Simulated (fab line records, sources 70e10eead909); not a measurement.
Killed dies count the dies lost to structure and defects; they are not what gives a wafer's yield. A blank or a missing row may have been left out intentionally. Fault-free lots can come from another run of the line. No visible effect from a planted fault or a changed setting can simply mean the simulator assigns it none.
Matching of chambers    flow nand harc    cmp-02 running NHARC_A_DECK1_JOINT_CMP_13: 4 sister chambers
The step polishes, target thk 51.023 nm. 20 wafers are shown with their chamber, then 10 later ones without.

WAFERS PAIRED WITH THEIR CHAMBERS
wafer   chamber  motor current A (A)  time to endpoint s (s)
L077.1  0        15.0                 4
L077.4  2        13.1                 12
L077.5  2        12.8                 13
L078.1  3        13.8                 12
L078.2  2        12.7                 15
L078.3  0        14.5                 9
L078.4  1        12.3                 20
L078.5  1        12.4                 19
L078.6  2        12.9                 16
L082.1  3        12.8                 14
L082.2  1        11.8                 17
L082.5  2        13.2                 13
L088.2  1        12.0                 13
L088.4  2        13.3                 9
L088.6  1        12.2                 13
L088.1  3        13.6                 11
L088.3  0        14.7                 3
L088.5  2        13.7                 9
L090.1  1        12.1                 14
L090.4  3        11.9                 12

SIGNATURES (means of the wafers above)
reading             chamber 0  chamber 1  chamber 2  chamber 3  scatter within a chamber
motor current A     14.733     12.133     13.100     13.025     0.455
time to endpoint s  5.33       16.00      12.43      12.25      2.71
Rule: distance of a wafer from a chamber = root of the sum over the readings of ((wafer's reading minus chamber's mean) / reading's scatter) squared. If the next closest chamber is less than 2 further off than the closest, the wafer can't be placed; otherwise it belongs to the closest. The scatter: the root of (the sum of the squares of (reading less its chamber's mean) over the shown wafers, divided by (wafers less chambers)).

WAFERS WHOSE CHAMBER IS MISSING
wafer   motor current A (A)  time to endpoint s (s)
L090.5  13.0                 9
L094.1  14.6                 4
L094.2  12.8                 11
L094.5  13.6                 8
L094.3  13.9                 11
L094.4  12.6                 16
L094.6  11.5                 17
L097.1  14.5                 9
L097.2  13.4                 15
L097.3  12.4                 17

WHICH CHAMBER EACH ONE RAN IN
wafer   from the rows above           in truth
L090.5  can't be placed: 3 or 2       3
L094.1  0                             0
L094.2  can't be placed: 3 or 2 or 1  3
L094.5  can't be placed: 2 or 3 or 0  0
L094.3  can't be placed: 2 or 3 or 0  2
L094.4  can't be placed: 1 or 3 or 2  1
L094.6  1                             1
L097.1  can't be placed: 0 or 2       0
L097.2  can't be placed: 2 or 3 or 1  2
L097.3  can't be placed: 1 or 3 or 2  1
2 of 10 placed correctly. Can't be placed from these rows: 8 (the true chamber is among the candidates in 8). Placed wrongly: 0.
